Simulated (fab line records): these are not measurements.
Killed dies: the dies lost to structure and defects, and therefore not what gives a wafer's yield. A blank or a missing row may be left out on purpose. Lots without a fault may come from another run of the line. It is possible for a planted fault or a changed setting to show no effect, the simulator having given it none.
fab line records -- flow n5_finfet
[record] lots = 11, wafers = 29, last_day = 18
route steps=1938 shown BEOL_M4@1111 BEOL_M7@1317 PASSIVATION@1936
lots that met no fault: from a run of the same line without faults
start_h: hours from the record's opening day to when the first of the lot's shown wafers began -- wait_h: hours since the lot's step before -- " identical to the entry in the row above -- L1.1+2: a row that stands for several wafers -- - no value, or no start given -- * or withheld: withheld -- < > ~ a bound
route shown NAME@n: a module of which the file shows steps, and the number in the route of the first -- usual: mean/standard deviation of fault-free wafers -- same: alike in all rows -- chamber/n: place in a boat -- sites: per-site readings -- _std_site: standard deviation across them -- _edge_site: inner sites' mean taken away from outer sites' mean -- radius_mm: how far each site lies from the wafer's centre -- mask NAME#n: copy n -- behind: the last tool/chamber to shape the wafer -- hold: why the lot was held/for how many hours/how that ended -- device: the n, p or np transistor that did not switch -- end of line: the tests these same wafers got at the end of their route -- a step without rows: its recipe alone -- killed: the dies lost at the first sort to structure and to defects; this is not the yield of the wafer -- map: per-die view of a wafer (x killed, . not killed, _ where there is no die)
set.NAME: the run value of the setting; set.NAME@STEP: its run value at that earlier step -- model.NAME: the simulator's own value behind a step, which no gauge read
the route's steps for a sample of lots (tables are steps, rows are wafers)
services: from which hour (start_h, from the record's first day; less than 0 if before it) a tool's chamber was out of use, for how many hours, and why
[[steps]]
[step N5_BEOL_M4_RC_MEAS_101]
[usual] DIBL_N = 37.4/2.1, DIBL_P = 37.8/2.5, IOFF_N = 0.19/0.045, IOFF_P = 0.24/0.05, ION_N = 682/16, ION_P = 467/11, SS_N = 71.9/0.67, SS_P = 73.6/0.76, VT_N = 247/3.6, VT_P = -248/3.6
lot.wafer,tool,chamber,start_h,wait_h,DIBL_N[mV/V],DIBL_P[mV/V],IOFF_N[nA/um],IOFF_P[nA/um],ION_N[uA/um],ION_P[uA/um],SS_N[mV/dec],SS_P[mV/dec],VT_N[mV],VT_P[mV]
L124.1,prober-01,0,157.99,0.0,36.8,38.7,0.19,0.25,670,461,72.3,75.0,249,-249
L124.2,prober-01,0,157.99,0.0,37.8,39.0,0.23,0.27,679,460,72.1,74.4,246,-247
L124.3,prober-01,0,157.99,0.0,33.9,34.3,0.14,0.17,664,451,71.3,72.5,251,-252
L125.1,prober-02,0,164.85,0.0,38.1,39.5,0.21,0.28,690,475,71.5,73.1,244,-245
L125.4,prober-02,0,164.85,0.0,38.6,39.0,0.22,0.29,698,479,71.9,73.1,243,-244
L125.6,prober-02,0,164.85,0.0,36.7,37.9,0.19,0.28,696,477,71.7,72.5,241,-243
L128.2,prober-02,0,197.43,0.2,36.7,36.8,0.16,0.21,680,463,71.6,72.6,250,-251
L128.4,prober-02,0,197.43,0.2,37.8,38.5,0.19,0.25,689,465,72.7,73.0,248,-250
L128.5,prober-02,0,197.43,0.2,39.9,39.8,0.22,0.29,668,458,73.3,74.1,246,-246
L130.2,prober-02,0,212.62,0.2,36.2,37.4,0.16,0.22,689,470,71.4,73.9,247,-248
L130.5,prober-02,0,212.62,0.2,35.6,36.6,0.16,0.21,695,473,72.0,73.1,249,-249
L135.1,prober-01,0,237.62,0.0,39.5,38.9,0.24,0.29,695,475,72.4,74.2,243,-245
L135.2,prober-01,0,237.62,0.0,35.7,35.8,0.16,0.22,697,478,71.2,72.9,247,-246
L140.1,prober-02,0,277.89,0.0,36.5,36.2,0.16,0.21,671,456,71.4,73.0,248,-249
L140.2,prober-02,0,277.89,0.0,35.8,36.9,0.16,0.22,687,474,71.8,73.5,250,-250
L140.3,prober-02,0,277.89,0.0,36.6,37.4,0.18,0.25,693,472,72.0,73.6,246,-247
L141.1,prober-01,0,283.37,0.0,40.4,43.3,0.25,0.38,675,465,72.9,75.2,243,-243
L141.5,prober-01,0,283.37,0.0,37.5,37.7,0.17,0.23,663,453,72.1,72.9,252,-249
L141.6,prober-01,0,283.37,0.0,40.2,42.0,0.26,0.35,710,484,71.9,74.2,241,-239
L142.3,prober-02,0,284.98,0.3,39.4,38.5,0.20,0.23,665,451,71.8,73.0,249,-250
L142.4,prober-02,0,284.98,0.3,41.2,40.6,0.23,0.26,698,469,72.2,73.4,246,-249
L144.2,prober-02,0,288.22,0.2,37.6,37.5,0.20,0.27,715,493,71.5,73.7,246,-244
L144.5,prober-02,0,288.22,0.2,36.1,36.6,0.19,0.28,697,485,71.0,74.0,247,-242
L146.1,prober-01,0,315.96,0.0,36.1,36.7,0.15,0.20,659,448,71.9,72.8,251,-252
L146.4,prober-01,0,315.96,0.0,35.7,36.4,0.15,0.21,656,452,71.4,73.3,248,-249
L146.6,prober-01,0,315.96,0.0,35.1,36.8,0.14,0.21,673,461,72.2,73.0,250,-252
L147.2,prober-02,0,330.09,0.2,32.9,33.6,0.11,0.19,677,477,70.8,72.6,253,-247
L147.5,prober-02,0,330.09,0.2,37.6,38.6,0.20,0.29,699,483,72.1,74.1,245,-245
L147.6,prober-02,0,330.09,0.2,31.9,32.6,0.10,0.18,665,468,71.5,72.6,257,-248
[step N5_BEOL_M7_CURE_75]
[recipe] temp_c = 370, time_s = 120, ambient = DMADMS/He, material = SiCOH_lowk
[usual] lamp_power_pct = 52.31/0.053, wafer_temp_C_max = 372.0/0.56
lot.wafer,tool,chamber,start_h,wait_h,lamp_power_pct,wafer_temp_C_max
L124.1,uv_cure-03,0,186.68,0.1,52.31,371.8
L124.2,uv_cure-03,0,186.68,0.1,52.35,371.6
L124.3,uv_cure-03,0,186.68,0.1,52.35,371.5
L125.1,uv_cure-02,2,193.39,0.0,52.38,371.7
L125.4,uv_cure-02,2,193.39,0.0,52.36,371.6
L125.6,uv_cure-02,2,193.39,0.0,52.30,371.8
L128.2,uv_cure-02,0,224.97,0.1,52.39,371.7
L128.4,uv_cure-02,0,224.97,0.1,52.32,371.9
L128.5,uv_cure-02,0,224.97,0.1,52.22,371.8
L130.2,uv_cure-03,0,236.27,0.1,52.34,371.6
L130.5,uv_cure-03,0,236.27,0.1,52.23,371.6
L135.1,uv_cure-02,2,263.96,0.0,52.30,372.0
L135.2,uv_cure-02,2,263.96,0.0,52.37,371.6
L140.1,uv_cure-01,1,306.78,0.0,52.28,372.6
L140.2,uv_cure-01,1,306.78,0.0,52.35,371.5
L140.3,uv_cure-01,1,306.78,0.0,52.30,371.7
L141.1,uv_cure-01,0,311.48,0.0,52.36,372.4
L141.5,uv_cure-01,0,311.48,0.0,52.30,372.8
L141.6,uv_cure-01,0,311.48,0.0,52.16,371.7
L144.2,uv_cure-02,2,321.03,0.1,52.37,372.5
L144.5,uv_cure-02,2,321.03,0.1,52.29,372.2
L142.3,uv_cure-01,2,335.66,0.1,52.32,372.5
L142.4,uv_cure-01,2,335.66,0.1,52.31,372.2
L146.1,uv_cure-02,2,342.92,0.0,52.28,371.6
L146.4,uv_cure-02,2,342.92,0.0,52.38,371.8
L146.6,uv_cure-02,2,342.92,0.0,52.44,371.2
L147.2,uv_cure-03,2,359.31,0.1,52.31,372.1
L147.5,uv_cure-03,2,359.31,0.1,52.28,372.6
L147.6,uv_cure-03,2,359.31,0.1,52.38,373.3
[step N5_BEOL_M7_PRE_CLEAN_45]
[recipe] gas = H2/He, time_s = 30, temp_c = 250
[usual] heater_power_w = 324/30
lot.wafer,tool,chamber,start_h,wait_h,heater_power_w
L124.1,pvd_sputter-03,-,188.87,0.0,307
L124.2,pvd_sputter-03,-,188.87,0.0,255
L124.3,pvd_sputter-03,-,188.87,0.0,384
L125.1,pvd_sputter-02,-,193.96,0.0,341
L125.4,pvd_sputter-02,-,193.96,0.0,315
L125.6,pvd_sputter-02,-,193.96,0.0,343
L128.2,pvd_sputter-01,-,225.58,0.0,340
L128.4,pvd_sputter-01,-,225.58,0.0,298
L128.5,pvd_sputter-01,-,225.58,0.0,322
L130.2,pvd_sputter-01,-,236.74,0.0,294
L130.5,pvd_sputter-01,-,236.74,0.0,346
L135.1,pvd_sputter-03,-,264.36,0.0,262
L135.2,pvd_sputter-03,-,264.36,0.0,315
L140.1,pvd_sputter-01,-,307.35,0.0,352
L140.2,pvd_sputter-01,-,307.35,0.0,323
L140.3,pvd_sputter-01,-,307.35,0.0,288
L141.1,pvd_sputter-01,-,311.85,0.0,343
L141.5,pvd_sputter-01,-,311.85,0.0,355
L141.6,pvd_sputter-01,-,311.85,0.0,326
L144.2,pvd_sputter-03,-,321.67,0.0,259
L144.5,pvd_sputter-03,-,321.67,0.0,261
L142.3,pvd_sputter-01,-,336.01,0.0,351
L142.4,pvd_sputter-01,-,336.01,0.0,328
L146.1,pvd_sputter-01,-,343.28,0.0,321
L146.4,pvd_sputter-01,-,343.28,0.0,328
L146.6,pvd_sputter-01,-,343.28,0.0,315
L147.2,pvd_sputter-01,-,359.81,0.0,330
L147.5,pvd_sputter-01,-,359.81,0.0,328
L147.6,pvd_sputter-01,-,359.81,0.0,351
[step N5_BEOL_M7_SPUTTER_48]
[recipe] material = Cu, target_thk_a = 100, temp_c = -20, bias_v = 60, power_w = 26000, chamber_pressure_pa = 0.13, time_s = 1.667
[usual] throttle_valve_pct = 29.8/0.88
lot.wafer,tool,chamber,start_h,wait_h,throttle_valve_pct
L124.1,pvd_sputter-03,-,189.75,0.1,29.4
L124.2,pvd_sputter-03,-,189.75,0.1,30.2
L124.3,pvd_sputter-03,-,189.75,0.1,29.5
L125.1,pvd_sputter-01,-,196.41,0.2,31.1
L125.4,pvd_sputter-01,-,196.41,0.2,28.8
L125.6,pvd_sputter-01,-,196.41,0.2,29.2
L128.2,pvd_sputter-03,-,226.36,0.2,30.9
L128.4,pvd_sputter-03,-,226.36,0.2,29.4
L128.5,pvd_sputter-03,-,226.36,0.2,29.3
L130.2,pvd_sputter-02,-,237.33,0.1,27.9
L130.5,pvd_sputter-02,-,237.33,0.1,27.8
L135.1,pvd_sputter-02,-,264.99,0.1,29.4
L135.2,pvd_sputter-02,-,264.99,0.1,30.7
L140.1,pvd_sputter-01,-,308.12,0.1,29.4
L140.2,pvd_sputter-01,-,308.12,0.1,29.1
L140.3,pvd_sputter-01,-,308.12,0.1,30.0
L141.1,pvd_sputter-01,-,312.44,0.1,29.4
L141.5,pvd_sputter-01,-,312.44,0.1,30.7
L141.6,pvd_sputter-01,-,312.44,0.1,29.4
L144.2,pvd_sputter-03,-,322.35,0.1,29.5
L144.5,pvd_sputter-03,-,322.35,0.1,29.4
L142.3,pvd_sputter-03,-,336.72,0.1,29.6
L142.4,pvd_sputter-03,-,336.72,0.1,29.4
L146.1,pvd_sputter-03,-,345.15,0.1,29.6
L146.4,pvd_sputter-03,-,345.15,0.1,30.0
L146.6,pvd_sputter-03,-,345.15,0.1,29.3
L147.2,pvd_sputter-01,-,360.89,0.1,29.4
L147.5,pvd_sputter-01,-,360.89,0.1,29.1
L147.6,pvd_sputter-01,-,360.89,0.1,30.0
[step N5_BEOL_M7_ECD_50]
[recipe] material = Cu, target_thk_a = 3000
lot.wafer,tool,chamber,start_h,wait_h
L124.1+2+3,ecd_cu-01,"0,1,0",189.87,0.1
L125.1+4+6,ecd_cu-02,"1,1,0",196.53,0.1
L128.2+4+5,ecd_cu-01,1,226.47,0.1
L130.2+5,ecd_cu-01,"1,0",237.45,0.1
L135.1+2,ecd_cu-02,"1,0",265.11,0.1
L140.1+2+3,ecd_cu-02,"1,0,1",308.23,0.1
L141.1+5+6,ecd_cu-02,"1,1,0",312.56,0.1
L144.2+5,ecd_cu-02,"1,0",322.47,0.1
L142.3+4,ecd_cu-02,"0,1",336.87,0.1
L146.1+4+6,ecd_cu-02,"0,1,1",345.27,0.1
L147.2+5+6,ecd_cu-02,"1,1,0",361.00,0.1
[step N5_BEOL_M7_CMP_52]
[recipe] stop_on = SiCOH_lowk, t_overpolish_s = 6.9, down_force_psi = 1, platen_rpm = 50, clearing_platen_down_force_psi = 1.5, clearing_platen_rpm = 50, post_cmp_clean = cu_alkaline, target_thk_nm = 80, clearing_platen_pad_velocity_m_s = 0.99484, pad_velocity_m_s = 0.99484
[usual] clearing_platen_rpm = 49.995/0.026, motor_current_A = 6.1/0.64, slurry_filter_dp_kPa = 13.49/0.14, time_to_endpoint_s = 63/3.4
lot.wafer,tool,chamber,start_h,wait_h,clearing_platen_rpm,motor_current_A,slurry_filter_dp_kPa,time_to_endpoint_s
L124.1,cmp-01,2,190.35,0.3,49.995,6.6,13.64,60
L124.3,cmp-01,3,190.35,0.3,49.970,6.8,13.29,65
L124.2,cmp-01,1,190.35,0.3,49.967,5.1,13.56,62
L125.4,cmp-03,0,197.30,0.2,49.998,6.9,13.47,62
L125.1,cmp-03,1,197.30,0.2,50.039,5.8,13.49,56
L125.6,cmp-03,3,197.30,0.2,50.023,6.6,13.65,61
L128.2,cmp-03,2,227.06,0.3,50.037,6.1,13.56,68
L128.4,cmp-03,3,227.06,0.3,50.037,6.7,13.43,68
L128.5,cmp-03,1,227.06,0.3,49.986,5.7,13.22,62
L130.2,cmp-03,3,238.00,0.3,49.978,6.5,13.53,67
L130.5,cmp-03,2,238.00,0.3,49.973,6.0,13.51,68
L135.2,cmp-03,2,265.99,0.2,49.977,6.3,13.59,68
L135.1,cmp-03,0,265.99,0.2,50.002,7.1,13.45,66
L140.1,cmp-03,0,308.68,0.3,49.985,7.0,13.47,6
L140.3,cmp-03,1,308.68,0.3,50.014,5.7,13.39,2
L140.2,cmp-03,2,308.68,0.3,49.988,6.2,13.32,5
L141.1,cmp-04,0,312.96,0.3,50.010,5.8,13.34,3
L141.5,cmp-04,0,312.96,0.3,49.981,5.4,13.56,2
L141.6,cmp-04,1,312.96,0.3,50.012,6.7,13.39,0
L144.2,cmp-04,2,323.19,0.4,50.018,5.2,13.54,63
L144.5,cmp-04,1,323.19,0.4,49.995,6.6,13.78,59
L142.3,cmp-04,3,337.27,0.2,49.960,6.1,13.55,59
L142.4,cmp-04,0,337.27,0.2,49.973,5.4,13.28,56
L146.1,cmp-01,3,345.69,0.3,50.016,7.0,13.31,65
L146.4,cmp-01,0,345.69,0.3,50.015,5.4,13.58,63
L146.6,cmp-01,3,345.69,0.3,49.991,7.0,13.42,64
L147.2,cmp-01,1,361.74,0.3,49.940,5.0,13.70,60
L147.5,cmp-01,2,361.74,0.3,50.027,6.5,13.32,59
L147.6,cmp-01,3,361.74,0.3,49.984,6.8,13.50,63
[step N5_PASSIVATION_PROBE_49]
[usual] defect_limited_yield = 90.9/1.6, killed_at_M0_to_M3 = 34/10, killed_at_M4_up = 13/5.4, killed_at_contacts = 13/6, killed_at_front_end = 42/13, killed_at_other = 4/3.2, killed_dies = 107/18, killed_on_rim = 14/4.2, killed_open = 69/14, killed_short = 35/7.7, sort_bin_5_function = 5.3/1, sort_bin_6_memory = 3.3/0.75, sort_bin_8_speed = 0.00/0.015, sort_n_pass = 1073/19, sort_yield_pct = 90.9/1.6
[same] gross_dies = 1180, killed_at_back_side = 0, sort_bin_4_leakage[%] = 0
lot.wafer,tool,chamber,start_h,wait_h,defect_limited_yield[%],killed_at_M0_to_M3,killed_at_M4_up,killed_at_contacts,killed_at_front_end,killed_at_other,killed_dies,killed_on_rim,killed_open,killed_short,sort_bin_5_function[%],sort_bin_6_memory[%],sort_bin_8_speed[%],sort_n_pass,sort_yield_pct[%]
L128.2,prober-02,-,294.51,0.1,91.6,27,11,18,40,3,99,13,58,31,4.7,2.6,0,1081,91.6
L128.4,prober-02,-,294.61,0.2,90.8,46,3,3,56,1,109,16,69,34,5.8,3.2,0,1071,90.8
L128.5,prober-02,-,294.66,0.2,91.2,22,7,15,59,1,104,10,72,29,5.0,3.5,0,1076,91.2
L130.2,prober-01,-,304.92,0.1,93.0,25,7,22,26,3,83,13,59,24,4.4,2.6,0,1097,93.0
L130.5,prober-01,-,305.07,0.2,94.0,27,6,10,25,3,71,12,50,20,3.7,2.2,0,1109,94.0
L135.1,prober-02,-,341.94,0.0,93.7,22,18,8,24,2,74,6,54,20,3.9,2.2,0,1106,93.7
L135.2,prober-02,-,341.99,0.1,91.9,39,13,13,28,2,95,8,63,31,5.2,2.7,0,1085,91.9
L140.1,prober-02,-,374.66,0.0,0,43,1063,7,57,10,1180,152,82,38,96.4,3.6,0,0,0
L140.2,prober-02,-,374.71,0.1,0,48,1053,10,55,14,1180,152,90,47,95.9,3.7,0,0,0
L140.3,prober-02,-,374.76,0.1,0,52,1060,8,50,10,1180,152,85,43,94.7,4.9,0,0,0
L141.1,prober-01,-,388.60,0.0,0,34,1084,17,45,0,1180,152,70,39,95.8,3.8,0,0,0
L141.5,prober-01,-,388.80,0.2,0,62,1065,17,27,9,1180,152,88,40,95.3,4.4,0,0,0
L141.6,prober-01,-,388.85,0.3,0,60,1075,7,36,2,1180,152,72,42,96.5,3.0,0,0,0
// killed by level:class
L128.2 MOL_CONTACT_COAG:geometric_particle:open=14 BEOL_M2:geometric_particle:open=11 HKMG_FIN:area_etch=8 STI_FIN_REVEAL:geometric_particle:open=7 BEOL_M0_SAQP:geometric_particle:short=5 BEOL_M5:geometric_particle:open=5 FIN_SAQP:geometric_particle:open=4 STI_FIN_REVEAL:geometric_particle:short=4
L128.4 FIN_SAQP:geometric_particle:open=18 STI_FIN_REVEAL:geometric_particle:open=13 BEOL_M2:geometric_particle:open=10 FIN_SAQP:geometric_particle:short=7 BEOL_M1:geometric_particle:open=7 BEOL_M2:geometric_particle:short=6 BEOL_M0_SAQP:geometric_particle:short=5 STARTING-WAFER:geometric_particle:short=5
L128.5 FIN_SAQP:geometric_particle:open=25 FIN_SAQP:geometric_particle:short=11 MOL_CONTACT_COAG:geometric_particle:open=11 BEOL_M2:geometric_particle:open=10 STI_FIN_REVEAL:geometric_particle:open=6 GATE_CUT:geometric_particle:short=4 BEOL_M1:geometric_particle:open=4 GATE_CUT:geometric_particle:open=3
L130.2 MOL_CONTACT_COAG:geometric_particle:open=18 STI_FIN_REVEAL:geometric_particle:open=9 BEOL_M0:geometric_particle:open=6 GATE_CUT:geometric_particle:short=5 BEOL_M0_SAQP:geometric_particle:short=5 MOL_CONTACT_COAG:geometric_particle:short=4 BEOL_M1:geometric_particle:open=4 BEOL_M3:geometric_particle:open=4
L130.5 MOL_CONTACT_COAG:geometric_particle:open=8 STI_FIN_REVEAL:geometric_particle:open=7 BEOL_M2:geometric_particle:open=6 GATE_CUT:geometric_particle:short=4 BEOL_M0_SAQP:geometric_particle:open=4 BEOL_M0_SAQP:geometric_particle:short=4 BEOL_M1:geometric_particle:open=4 BEOL_M3:geometric_particle:open=4
L135.1 BEOL_M4:geometric_particle:open=11 STI_FIN_REVEAL:geometric_particle:open=9 BEOL_M0_SAQP:geometric_particle:open=6 MOL_CONTACT_COAG:geometric_particle:open=5 DUMMY_GATE:geometric_particle:open=4 STARTING-WAFER:geometric_particle:short=4 MOL_CONTACT_COAG:geometric_particle:short=3 BEOL_M0_SAQP:geometric_particle:short=3
L135.2 BEOL_M2:geometric_particle:open=12 DUMMY_GATE:geometric_particle:open=9 MOL_CONTACT_COAG:geometric_particle:open=9 BEOL_M4:geometric_particle:open=7 BEOL_M0_SAQP:geometric_particle:open=6 BEOL_M0_SAQP:geometric_particle:short=6 MOL_CONTACT_COAG:geometric_particle:short=4 FIN_SAQP:geometric_particle:short=3
L140.1 BEOL_M7:area_ecd=1052 FIN_SAQP:geometric_particle:open=15 STI_FIN_REVEAL:geometric_particle:open=12 BEOL_M3:geometric_particle:open=12 BEOL_M0_SAQP:geometric_particle:short=8 BEOL_M0_SAQP:geometric_particle:open=8 BEOL_M1:geometric_particle:open=8 FIN_CUT:area_etch=8
L140.2 BEOL_M7:area_ecd=1043 FIN_SAQP:geometric_particle:open=22 BEOL_M0_SAQP:geometric_particle:open=13 BEOL_M0_SAQP:geometric_particle:short=11 BEOL_M3:geometric_particle:open=10 STI_FIN_REVEAL:geometric_particle:open=8 MOL_CONTACT_COAG:geometric_particle:open=8 GATE_CUT:geometric_particle:short=6
L140.3 BEOL_M7:area_ecd=1052 STI_FIN_REVEAL:geometric_particle:open=18 BEOL_M0_SAQP:geometric_particle:short=17 BEOL_M0_SAQP:geometric_particle:open=11 STI_FIN_REVEAL:geometric_particle:short=9 DUMMY_GATE:geometric_particle:open=9 BEOL_M3:geometric_particle:open=9 MOL_CONTACT_COAG:geometric_particle:open=7
L141.1 BEOL_M7:area_ecd=1069 MOL_CONTACT_COAG:geometric_particle:open=14 BEOL_M0_SAQP:geometric_particle:short=12 FIN_SAQP:geometric_particle:open=11 BEOL_M4:geometric_particle:open=9 FIN_SAQP:geometric_particle:short=8 DUMMY_GATE:geometric_particle:open=5 STARTING-WAFER:geometric_particle:short=5
L141.5 BEOL_M7:area_ecd=1051 BEOL_M0_SAQP:geometric_particle:open=22 BEOL_M0_SAQP:geometric_particle:short=20 MOL_CONTACT_COAG:geometric_particle:open=14 BEOL_M4:geometric_particle:open=11 BEOL_M1:geometric_particle:open=9 STI_FIN_REVEAL:geometric_particle:open=6 BEOL_M2:geometric_particle:open=5
L141.6 BEOL_M7:area_ecd=1065 BEOL_M0_SAQP:geometric_particle:open=23 BEOL_M0_SAQP:geometric_particle:short=14 FIN_SAQP:geometric_particle:open=8 GATE_CUT:geometric_particle:short=7 MOL_CONTACT_COAG:geometric_particle:open=7 BEOL_M3:geometric_particle:open=7 BEOL_M1:geometric_particle:open=6
[[services]]
tool,chamber,start_h,hours,kind
ecd_cu-01,-,164.86,1.7,repair
uv_cure-01,-,188.51,1.0,pm
cmp-01,-,195.35,3.5,repair
cmp-04,-,199.06,17.2,pm
ecd_cu-01,-,221.68,0.9,repair
cmp-04,-,224.79,1.5,repair
cmp-01,-,228.23,0.9,repair
cmp-01,-,230.09,1.5,repair
ecd_cu-01,-,251.17,2.8,repair
cmp-03,-,251.27,4.0,pm
cmp-03,-,255.27,-,consumable_replace:conditioner
cmp-01,-,259.16,1.2,repair
cmp-04,-,263.30,0.7,repair
cmp-03,-,272.64,0.3,repair
uv_cure-03,-,277.44,6.0,pm
cmp-01,-,281.15,0.8,repair
cmp-04,-,285.55,4.0,pm
ecd_cu-01,-,296.10,65.9,repair
pvd_sputter-02,-,305.99,6.3,repair
uv_cure-03,-,310.02,11.6,repair
cmp-03,-,332.55,0.6,repair
cmp-03,-,335.14,7.4,pm
uv_cure-01,-,341.40,4.3,pm
pvd_sputter-02,-,359.20,3.8,repair
[[key]]
[first_sign] step = N5_BEOL_M7_CMP_52, reading = time_to_endpoint_s, direction = down, sigmas = 17, usual = *, struck = *
[effect] step = N5_PASSIVATION_PROBE_49, reading = killed_at_M4_up, direction = up, sigmas = 99+, usual = 13, struck = 1067
[more_kills_born_at] N5_BEOL_M7_ECD_50@ecd_cu-02 = 6332
met_at N5_BEOL_M7_ECD_50
struck_lots L140,L141
later_rows_left_out L140.1,L140.2,L140.3,L141.1,L141.5,L141.6
not_acting_at N5_BEOL_M7_CURE_75,N5_BEOL_M7_PRE_CLEAN_45,N5_BEOL_M7_SPUTTER_48
onset_between 265.11 308.23
[fault] kind = skipped_step_whole, tool = ecd_cu-02, chamber = -, onset_h = 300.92, steps = N5_BEOL_M7_ECD_50, scope = struck_lots_only
// later_rows_left_out: the simulator's readings of these wafers behind a module that went badly wrong aren't trusted and aren't shown, but for the sort
